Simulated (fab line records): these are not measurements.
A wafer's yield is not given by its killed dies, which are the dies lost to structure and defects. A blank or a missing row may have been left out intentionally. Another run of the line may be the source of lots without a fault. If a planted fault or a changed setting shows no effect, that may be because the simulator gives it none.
Matching of chambers -- flow nandHarc -- 4 sister chambers for NHARC_P_M2_DESCUM_14 on rieDiel-01
The step chemistry O2, time 3 s. 24 wafers are shown with their chamber, then 12 later ones without.

## WAFERS PAIRED WITH THEIR CHAMBERS
wafer,chamber,showerheadPlenumPTorr (Torr),drypumpMotorCurrentA (A),rfVppV (V)
L074.1,3,2.00,6.4,58.6
L074.2,1,1.97,6.5,58.1
L074.6,2,1.90,5.4,58.8
L075.2,0,1.81,5.5,56.8
L075.3,1,1.97,6.5,58.0
L075.4,2,1.90,5.4,58.3
L076.1,1,1.97,6.5,58.6
L076.2,2,1.90,5.3,58.7
L076.5,0,1.81,5.5,57.4
L079.1,0,1.81,5.5,56.0
L079.2,2,1.90,5.4,57.6
L079.5,2,1.90,5.4,58.9
L083.1,1,1.97,6.5,56.4
L083.2,0,1.81,5.5,57.5
L083.5,0,1.81,5.5,57.5
L086.2,0,1.81,5.5,57.7
L086.3,3,2.00,6.4,57.3
L086.6,1,1.96,6.5,57.8
L088.4,2,1.90,5.4,59.7
L088.5,1,1.96,6.5,58.1
L088.6,2,1.90,5.4,57.8
L090.2,3,2.00,6.4,58.2
L090.3,2,1.90,5.3,56.7
L090.6,0,1.81,5.5,58.3

SIGNATURES, as means of the wafers listed above
reading,chamber 0,chamber 1,chamber 2,chamber 3,scatter within a chamber
showerheadPlenumPTorr,1.8100,1.9667,1.9000,2.0000,0.00258
drypumpMotorCurrentA,5.500,6.500,5.375,6.400,0.0274
rfVppV,57.314,57.833,58.312,58.033,0.804
Rule: a wafer lies at a distance from a chamber equal to the root of the sum of squares, over the readings, of (its reading less the chamber's mean, divided by the reading's scatter). The wafer belongs to the nearest chamber; if the next one is less than 2 further off, it can't be placed. The scatter is the square root of a quotient: the sum, over the shown wafers, of each reading's squared deviation from its chamber's mean, divided by wafers minus chambers.

## WAFERS MISSING THEIR CHAMBER
wafer,showerheadPlenumPTorr (Torr),drypumpMotorCurrentA (A),rfVppV (V)
L091.2,1.90,5.4,57.9
L091.3,1.96,6.5,57.0
L091.6,2.00,6.4,57.2
L093.2,1.90,5.3,57.1
L093.3,1.96,6.5,59.6
L093.5,1.90,5.4,57.4
L094.1,1.99,6.4,59.4
L094.3,1.96,6.5,57.3
L094.6,1.81,5.5,55.7
L097.2,1.90,5.4,58.3
L097.4,1.81,5.5,56.1
L097.5,1.99,6.4,57.2

## CHAMBER TAKEN BY EACH
wafer,from the rows above,in truth
L091.2,2,2
L091.3,1,1
L091.6,3,3
L093.2,2,2
L093.3,1,1
L093.5,2,2
L094.1,3,3
L094.3,1,1
L094.6,0,0
L097.2,2,2
L097.4,0,0
L097.5,3,3
12 of 12 placed correctly. Number that these rows cannot place: 0. Wrongly placed: 0.
